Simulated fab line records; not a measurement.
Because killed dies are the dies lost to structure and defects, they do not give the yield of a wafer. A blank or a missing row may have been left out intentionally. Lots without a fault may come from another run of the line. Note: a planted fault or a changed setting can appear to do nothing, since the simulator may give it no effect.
Matching of chambers + flow nand_harc + 4 sister chambers for NHARC_A_STAIRCASE_ETCH_169 on rie_diel-12
The step etches the open film in CH3F/O2, target depth 50 nm, time 107.1 s. 4 wafers are shown with their chamber, then 11 later ones without.

## EACH WAFER AND ITS CHAMBER
| wafer  | chamber | showerhead_plenum_p_Torr (Torr) |
|--------|---------|---------------------------------|
| L081.1 | 2       | 2.34                            |
| L083.5 | 3       | 2.54                            |
| L087.5 | 1       | 2.65                            |
| L086.1 | 0       | 2.55                            |

## WAFERS WITHOUT THEIR CHAMBER
| wafer  | showerhead_plenum_p_Torr (Torr) |
|--------|---------------------------------|
| L086.4 | 2.54                            |
| L086.6 | 2.33                            |
| L088.2 | 2.55                            |
| L088.3 | 2.53                            |
| L088.6 | 2.53                            |
| L093.1 | 2.53                            |
| L093.2 | 2.33                            |
| L093.6 | 2.64                            |
| L097.2 | 2.55                            |
| L097.4 | 2.53                            |
| L097.6 | 2.55                            |

## WHICH CHAMBER EACH ONE RAN IN
| wafer  | from the rows above     | in truth |
|--------|-------------------------|----------|
| L086.4 | can't be placed: 3 or 0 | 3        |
| L086.6 | 2                       | 2        |
| L088.2 | can't be placed: 0 or 3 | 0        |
| L088.3 | can't be placed: 3 or 0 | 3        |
| L088.6 | can't be placed: 3 or 0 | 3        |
| L093.1 | can't be placed: 3 or 0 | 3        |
| L093.2 | 2                       | 2        |
| L093.6 | 1                       | 1        |
| L097.2 | can't be placed: 0 or 3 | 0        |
| L097.4 | can't be placed: 3 or 0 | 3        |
| L097.6 | can't be placed: 0 or 3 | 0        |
Correct placement for 3 of the 11. These rows do not allow placing 8 (true chamber among the candidates in 8). Placed wrongly: 0.
How it was worked out, from the rows above alone: a wafer's distance from a chamber is the root of the sum, over the readings, of the square of ((its reading less the chamber's mean) divided by the reading's scatter). The wafer belongs to the nearest chamber; if the next one is less than 2 further off, it can't be placed. A chamber's mean is the mean of its shown wafers. The scatter: root of mean squared gap, hidden wafer to nearest shown wafer, with one shown wafer a chamber.
